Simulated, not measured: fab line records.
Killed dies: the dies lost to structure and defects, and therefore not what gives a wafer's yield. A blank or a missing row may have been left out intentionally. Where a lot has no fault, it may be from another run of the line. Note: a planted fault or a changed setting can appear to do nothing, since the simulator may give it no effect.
fab line records    flow nand_harc
[record] lots = 11  wafers = 32  last_day = 24
route steps=1159 shown P_M0@283 P_M1@298
lots with no fault: from the same line, run without faults
start_h: start of the lot's first displayed wafer, in hours after the record's first day    wait_h: how many hours have passed since the lot's step before this one    " same as the row above    L1.1+2: several wafers, shown together as one row    - either no value or no given start    * or withheld: withheld    < > ~ a bound
route shown NAME@n: names a module that has steps shown in the file, with the first one's number in the route    usual: mean/standard deviation taken from wafers without a fault    same: alike in all rows    chamber/n: place in a boat    sites: each site's reading    _std_site: the standard deviation of these    _edge_site: mean of outer sites minus mean of inner sites    radius_mm: for every site, how far away it sits from the centre of the wafer    mask NAME#n: copy n    behind: the tool/chamber that last shaped the wafer    hold: reason for holding the lot/hours on hold/outcome of the hold    device: the transistor (n, p or np) that didn't switch    end of line: the route-end tests of the same wafers    step lacking rows: just its recipe    killed: dies lost to structure and defects at the first sort, not the wafer's yield    map: the dies of a wafer, with x for killed, . for not killed, _ for no die there
set.NAME: the setting the step ran with; set.NAME@STEP: the setting that earlier step ran with    model.NAME: the simulator's own value behind a step, which no gauge read
a sample of lots followed through the steps of the route, with each step as a table and each wafer as a row
services: from which hour (start_h, from the record's first day; less than 0 if before it) a tool's chamber was out of use, for how many hours, and why
[[steps]]
[step NHARC_P_M0_PRE_CLEAN_31]
[recipe] time_s = 12  temp_c = 370  rf_power_w = 300  gas = NH3
[usual] heater_power_w = 661/75
lot.wafer  tool      chamber  start_h  wait_h  heater_power_w
L739.2     pecvd-04  0        129.85   0.1     547
L739.3     "         2        "        "       731
L739.5     "         0        "        "       551
L742.2     pecvd-03  2        137.13   0.1     576
L742.3     "         0        "        "       692
L742.4     "         0        "        "       696
L747.2     pecvd-02  2        166.48   0.1     643
L747.3     "         1        "        "       782
L748.3     pecvd-02  1        178.95   0.1     772
L748.2     "         0        "        "       651
L748.4     "         0        "        "       668
L752.2     pecvd-03  2        200.58   0.1     516
L752.3     "         1        "        "       790
L752.5     "         1        "        "       766
L754.2     pecvd-03  2        216.82   0.4     584
L754.1     "         0        "        "       609
L754.3     "         1        "        "       697
L759.2     pecvd-02  2        231.07   0.1     655
L759.3     "         0        "        "       709
L759.6     "         2        "        "       656
L758.3     pecvd-02  2        233.38   0.1     561
L758.5     "         1        "        "       688
L758.6     "         0        "        "       691
L760.2     pecvd-02  1        246.86   0.1     764
L760.1     "         0        "        "       662
L760.5     "         1        "        "       763
L762.2     pecvd-04  1        250.11   0.1     621
L762.1     "         0        "        "       552
L762.4     "         1        "        "       618
L761.3     pecvd-04  1        255.01   0.1     695
L761.2     "         0        "        "       533
L761.6     "         0        "        "       531
[step NHARC_P_M1_DESCUM_14]
[recipe] time_s = 3  o2_flow_sccm = 200  ar_flow_sccm = 0  bias_power_w = 0  chemistry = O2
[usual] chamber_pressure_mTorr = 59.99/0.059  drypump_motor_current_A = 5.9/0.43  oes_product_au = 0.997/0.0079  rf_vpp_V = 57.9/0.81  showerhead_plenum_p_Torr = 1.93/0.063  throttle_valve_pct = 11.312/0.0096
lot.wafer  tool         chamber  start_h  wait_h  chamber_pressure_mTorr  drypump_motor_current_A  oes_product_au  rf_hours_counter_h  rf_vpp_V  showerhead_plenum_p_Torr  throttle_valve_pct
L739.3     rie_diel-03  2        131.65   0.1     59.97                   5.3                      1.006           5                   58.3      1.93                      11.331
L739.2     "            3        "        "       59.94                   6.3                      1.011           5                   57.8      1.99                      11.302
L739.5     "            0        "        "       59.91                   6.2                      1.017           -                   57.2      1.98                      11.324
L742.3     rie_diel-10  0        138.48   0.1     59.97                   5.5                      0.998           3                   57.7      1.91                      11.316
L742.4     "            1        "        "       60.03                   5.6                      0.984           3                   58.4      1.87                      11.320
L742.2     "            2        "        "       59.98                   5.4                      0.998           4                   57.4      1.85                      11.317
L747.2     rie_diel-08  0        167.96   0.1     59.94                   6.3                      0.987           3                   58.3      1.88                      11.304
L747.3     "            2        "        "       60.01                   5.6                      0.990           3                   57.7      2.00                      11.325
L748.2     rie_diel-08  3        180.47   0.1     60.05                   5.9                      0.994           3                   59.0      2.06                      11.308
L748.3     "            0        "        "       59.98                   6.3                      0.993           4                   58.3      1.88                      11.316
L748.4     "            1        "        "       60.01                   6.7                      0.995           3                   59.4      2.01                      11.319
L752.3     rie_diel-03  1        202.13   0.1     60.03                   6.2                      1.000           10                  58.4      1.92                      11.321
L752.2     "            2        "        "       60.05                   5.2                      0.994           9                   58.6      1.93                      11.327
L752.5     "            1        "        "       59.96                   6.2                      0.996           -                   56.6      1.92                      11.300
L754.3     rie_diel-10  1        218.34   0.1     59.83                   5.6                      0.989           1                   57.3      1.87                      11.299
L754.1     "            3        "        "       60.07                   5.9                      0.989           1                   55.5      1.81                      11.301
L754.2     "            0        "        "       60.00                   5.4                      0.995           1                   58.0      1.91                      11.308
L759.2     rie_diel-03  2        232.57   0.1     59.98                   5.2                      1.007           0                   57.7      1.93                      11.307
L759.3     "            1        "        "       59.96                   6.2                      0.997           0                   56.4      1.92                      11.294
L759.6     "            2        "        "       59.96                   5.2                      1.017           -                   58.9      1.93                      11.304
L758.3     rie_diel-10  2        234.91   0.1     60.09                   5.4                      0.996           1                   58.0      1.85                      11.318
L758.6     "            1        "        "       60.00                   5.6                      0.995           -                   56.9      1.87                      11.320
L758.5     "            2        "        "       59.95                   5.4                      1.007           -                   57.9      1.85                      11.311
L760.1     rie_diel-10  3        248.37   0.1     60.04                   5.9                      1.004           1                   57.2      1.81                      11.319
L760.2     "            0        "        "       59.95                   5.4                      1.005           1                   59.1      1.91                      11.325
L760.5     "            0        "        "       59.95                   5.5                      1.001           -                   56.9      1.91                      11.324
L762.1     rie_diel-03  3        251.50   0.1     59.97                   6.4                      0.985           1                   58.7      1.99                      11.308
L762.4     "            1        "        "       60.02                   6.2                      0.996           2                   57.4      1.92                      11.326
L762.2     "            2        "        "       60.07                   5.2                      1.000           2                   57.9      1.93                      11.328
L761.2     rie_diel-03  3        256.40   0.1     60.01                   6.3                      0.984           2                   57.1      1.99                      11.309
L761.3     "            0        "        "       60.00                   6.2                      1.003           2                   57.5      1.98                      11.322
L761.6     "            2        "        "       60.00                   5.2                      0.996           -                   57.5      1.93                      11.314
[step NHARC_P_M1_ETCH_15]
[recipe] target_depth_a = 1825  time_s = 91.2  c4f8_flow_sccm = withheld  ar_flow_sccm = 400  rf_w = 600  bias_w = 300  chemistry = C4F8/Ar
[usual] chamber_pressure_mTorr = 25.000/0.022  oes_product_au = 0.957/0.018  rf_vpp_V = 441.4/2.1
lot.wafer  tool         chamber  start_h  wait_h  chamber_pressure_mTorr  oes_product_au  rf_hours_counter_h  rf_vpp_V
L739.2     rie_diel-03  3        -        -       24.976                  0.968           5                   442.9
L739.3     "            1        "        "       25.009                  0.962           6                   441.3
L739.5     "            3        "        "       24.966                  0.968           -                   444.4
L742.4     rie_diel-10  3        -        -       24.956                  0.944           4                   438.7
L742.2     "            0        "        "       25.011                  0.943           4                   442.6
L742.3     "            2        "        "       24.983                  0.968           4                   438.2
L747.2     rie_diel-08  2        -        -       24.992                  0.984           3                   443.7
L747.3     "            0        "        "       24.951                  0.953           3                   438.9
L748.4     rie_diel-08  1        -        -       24.985                  0.981           3                   441.4
L748.3     "            2        "        "       25.010                  0.965           4                   442.6
L748.2     "            0        "        "       24.988                  0.972           4                   438.4
L752.3     rie_diel-03  1        -        -       24.988                  0.943           10                  441.5
L752.2     "            0        "        "       25.021                  0.977           10                  442.6
L752.5     "            1        "        "       24.998                  0.946           -                   441.9
L754.3     rie_diel-10  2        -        -       25.016                  0.966           1                   438.0
L754.1     "            3        "        "       25.026                  0.981           1                   437.1
L754.2     "            0        "        "       25.006                  0.969           1                   440.7
L759.2     rie_diel-03  2        -        -       25.033                  0.966           0                   442.0
L759.3     "            0        "        "       24.982                  0.973           0                   442.3
L759.6     "            2        "        "       24.987                  0.958           -                   440.3
L758.3     rie_diel-10  2        -        -       25.029                  0.924           1                   439.7
L758.5     "            1        "        "       25.000                  0.912           -                   439.9
L758.6     "            2        "        "       25.035                  0.918           -                   440.1
L760.2     rie_diel-10  3        -        -       24.991                  0.960           1                   438.8
L760.1     "            1        "        "       25.017                  0.966           1                   439.4
L760.5     "            0        "        "       25.011                  0.968           -                   440.9
L762.1     rie_diel-03  1        -        -       24.977                  0.918           2                   441.6
L762.2     "            2        "        "       25.010                  0.920           2                   440.3
L762.4     "            3        "        "       24.989                  0.910           1                   442.6
L761.3     rie_diel-03  3        -        -       24.981                  0.948           2                   443.9
L761.2     "            1        "        "       25.006                  0.960           2                   440.0
L761.6     "            3        "        "       25.007                  0.947           -                   443.0
[step NHARC_P_M1_CMP_23]
[recipe] t_overpolish_s = 20  target_thk_nm = 157.82
[usual] motor_current_A = 12.1/0.86  retaining_ring_pressure_frac = 1.000/0.0053  time_to_endpoint_s = 28.2/2.3
lot.wafer  tool    chamber  start_h  wait_h  motor_current_A  retaining_ring_pressure_frac  time_to_endpoint_s
L739.2     cmp-04  0        133.81   -       12.4             0.995                         24.7
L739.3     "       1        "        "       13.2             1.005                         26.6
L739.5     "       3        "        "       12.7             0.996                         27.8
L742.4     cmp-04  3        140.63   -       12.2             0.989                         27.2
L742.3     "       0        "        "       12.5             1.007                         16.0
L742.2     "       1        "        "       13.1             0.999                         25.7
L747.2     cmp-04  3        170.10   -       12.2             0.997                         28.5
L747.3     "       1        "        "       13.2             1.001                         18.1
L748.4     cmp-04  0        182.57   -       12.1             0.998                         27.7
L748.3     "       2        "        "       11.0             1.000                         14.8
L748.2     "       3        "        "       12.4             0.995                         30.3
L752.2     cmp-02  1        204.28   -       12.5             0.990                         25.1
L752.3     "       2        "        "       10.8             1.010                         29.4
L752.5     "       0        "        "       14.5             1.001                         26.6
L754.2     cmp-02  1        220.46   -       12.7             1.001                         24.2
L754.3     "       2        "        "       10.5             1.004                         24.9
L754.1     "       3        "        "       11.3             1.007                         24.9
L759.3     cmp-02  0        234.83   -       13.8             1.007                         28.6
L759.2     "       1        "        "       12.6             0.997                         29.8
L759.6     "       1        "        "       12.4             0.989                         27.7
L758.3     cmp-01  3        237.05   -       11.4             1.015                         31.4
L758.6     "       2        "        "       12.1             0.999                         30.2
L758.5     "       3        "        "       12.8             1.005                         31.1
L760.2     cmp-02  2        250.50   -       10.4             1.002                         29.5
L760.1     "       1        "        "       12.1             0.996                         28.0
L760.5     "       2        "        "       10.9             0.999                         30.4
L762.1     cmp-01  2        253.64   -       12.3             0.996                         29.3
L762.4     "       0        "        "       11.6             1.001                         26.8
L762.2     "       1        "        "       11.8             0.998                         26.8
L761.3     cmp-01  1        258.51   -       11.8             1.002                         31.2
L761.2     "       2        "        "       13.0             1.006                         35.2
L761.6     "       2        "        "       12.4             0.995                         32.1
[step NHARC_P_M1_THK_MEAS_24]
[recipe] thk_meas_gauge = xrf
[usual] thk_nm = 157.6/1.6
lot.wafer  tool           chamber  start_h  wait_h  thk_nm
L739.2     film_metro-02  -        134.07   -       157.3
L739.3     "              -        "        "       155.4
L739.5     "              -        "        "       157.6
L742.2     film_metro-02  -        140.92   -       155.6
L742.3     "              -        "        "       148.0
L742.4     "              -        "        "       155.9
L747.2     film_metro-02  -        170.39   -       160.9
L747.3     "              -        "        "       154.3
L748.2     film_metro-02  -        182.88   -       160.9
L748.3     "              -        "        "       149.6
L748.4     "              -        "        "       159.8
L752.2     film_metro-02  -        204.54   -       155.2
L752.3     "              -        "        "       154.8
L752.5     "              -        "        "       155.4
L754.1     film_metro-02  -        220.78   -       157.3
L754.2     "              -        "        "       157.4
L754.3     "              -        "        "       157.8
L759.2     film_metro-02  -        235.15   -       156.6
L759.3     "              -        "        "       156.9
L759.6     "              -        "        "       157.2
L758.3     film_metro-02  -        237.34   -       159.0
L758.5     "              -        "        "       159.4
L758.6     "              -        "        "       159.1
L760.1     film_metro-02  -        250.82   -       156.9
L760.2     "              -        "        "       157.0
L760.5     "              -        "        "       156.5
L762.1     film_metro-02  -        253.95   -       161.0
L762.2     "              -        "        "       156.7
L762.4     "              -        "        "       158.6
L761.2     film_metro-01  -        258.82   -       159.9
L761.3     "              -        "        "       159.1
L761.6     "              -        "        "       155.9
[[services]]
tool         chamber  start_h  hours  kind
pecvd-03     -        111.22   13.0   pm
cmp-04       -        117.43   1.5    repair
rie_diel-08  -        124.80   9.0    pm
cmp-02       -        128.50   4.0    pm
pecvd-04     1        128.65   9.8    repair
rie_diel-08  1        134.37   3.4    repair
cmp-02       -        141.51   1.2    repair
rie_diel-08  1        144.04   3.7    repair
rie_diel-10  -        151.66   0.2    repair
rie_diel-08  3        153.12   4.3    repair
pecvd-02     -        153.24   13.0   pm
rie_diel-10  -        176.50   9.0    pm
cmp-04       -        184.05   1.0    repair
cmp-04       -        191.40   0.4    repair
rie_diel-08  -        192.67   0.3    repair
cmp-04       -        203.81   4.0    pm
rie_diel-03  -        215.42   9.0    pm
cmp-04       -        222.94   1.9    repair
cmp-02       -        226.50   4.0    pm
rie_diel-08  2        226.59   8.9    repair
cmp-04       -        233.71   3.7    repair
rie_diel-10  1        239.40   2.2    repair
rie_diel-03  3        241.81   5.2    repair
rie_diel-10  3        242.57   5.5    repair
[[key]]
[first_sign] step = NHARC_P_M1_CMP_23  reading = time_to_endpoint_s  direction = down  sigmas = 5.3  usual = *  struck = *
[effect] step = NHARC_P_M1_THK_MEAS_24  reading = thk_nm  direction = down  sigmas = 4.4  usual = 157.6  struck = 150.7
met_at NHARC_P_M1_CMP_23
struck_lots L742,L747,L748
struck_wafers L742.3,L747.3,L748.3
not_acting_at NHARC_P_M0_PRE_CLEAN_31,NHARC_P_M1_DESCUM_14,NHARC_P_M1_ETCH_15
onset_between 133.81 140.63
[fault] kind = process_parameter_drift  tool = cmp-04  chamber = -  onset_h = 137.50  steps = NHARC_P_M1_CMP_23  channel = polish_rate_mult  offset = 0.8  shape = step  end_h = 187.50  scope = struck_wafers_only
